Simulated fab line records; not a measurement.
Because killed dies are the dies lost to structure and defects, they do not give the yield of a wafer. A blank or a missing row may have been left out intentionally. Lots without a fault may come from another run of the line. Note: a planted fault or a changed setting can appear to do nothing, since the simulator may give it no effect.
Struck lot and sound lot, side by side	flow nand harc	15 steps out of a route of 1302
Sound: the wafers L494.2, L494.3, L494.5. Wafers struck: L508.2, L508.4, L508.5. The cause is given at the end.
At each step with rows: each side's tool, then ch and its chambers, then its first start. Under that, the readings that differ: sound wafers	struck wafers	difference of the means	sigmas: that difference in standard deviations of wafers without a fault.
alike: readings whose means differ by less than 2 such deviations, and words and numbers that are the same on both sides. not compared: withheld readings, readings that some wafer has no value for, bounds like >300 that may hide the same value, and numbers for which the record gives no deviation and whose values overlap.
A row with sigmas, a row that says differs or no value, or rows on one side alone: a step with any of these is where the two part. When numbers do not overlap yet have no deviation, they are printed without sigmas and do not part them. A reading missing from all wafers of one side parts the sides only when that side holds two or more wafers.

NHARC_THIN_TSV_GRIND_00:
  sound on grinder-01 ch 0, day 26 14:06; struck on grinder-01 ch 0, day 32 15:23
  alike: head pressure psi, motor current A
NHARC_THIN_TSV_CMP_01: polishes.
  sound on cmp-03 ch 2,3, day 26 15:07; struck on cmp-04 ch 0,1,3, day 32 16:25
  alike: motor current A
NHARC_THIN_TSV_THK_MEAS_02: measures by ir.
  sound: film metro-01 at day 26 15:23; struck: film metro-02 at day 32 16:41
  alike: thk nm
then, 3 steps without rows for these wafers: NHARC_THIN_TSV_SRD_03; NHARC_THIN_TSV_PRECLEAN_41 (cleans in SC1); NHARC_THIN_TSV_SRD_42.
NHARC_THIN_TSV_DEP_43: deposits SiO2, target thk 1328.5 nm.
  sound on pecvd-01 ch 1,2, day 26 15:37; struck on pecvd-02 ch 1,2, day 32 16:59
  alike: throttle valve pct
then, 5 steps without rows for these wafers: NHARC_THIN_TSV_DEHYDRATE_04 (time 120 s); NHARC_THIN_TSV_HMDS_05 (time 30 s); NHARC_THIN_TSV_COAT_06; NHARC_THIN_TSV_SOFTBAKE_07 (time 95 s); NHARC_THIN_TSV_EBR_08.
NHARC_THIN_TSV_EXPOSE_09: exposes mask TSV.
  sound on krf scanner-01 ch 0, day 26 16:17; struck on krf scanner-01 ch 0, day 32 17:35
reading	sound	struck	difference	sigmas
exposure dose mJ cm2	30.71 30.69 30.67	31.46 31.44 31.45	+0.76	+23
  alike: mask, stage vel mm s
then, 1 step without rows for these wafers: NHARC_THIN_TSV_PEB_10 (peb time 85 s).
NHARC_END_SORT_01:
  sound on prober-01 ch 0, day 27 07:31; struck on prober-02 ch 0, day 33 09:28
  alike: defect limited yield, killed at array, killed at other, killed at periphery, killed dies, killed open, killed short

WHERE THEY PART
Only at NHARC_THIN_TSV_EXPOSE_09, as far as this record shows. Later steps at which nothing parts them and some readings are alike: NHARC_END_SORT_01.

WHY: the cause the simulator had injected
Drift in process parameters on krf scanner-01 at NHARC_THIN_TSV_EXPOSE_09, starting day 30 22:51. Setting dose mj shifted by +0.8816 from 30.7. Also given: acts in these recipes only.
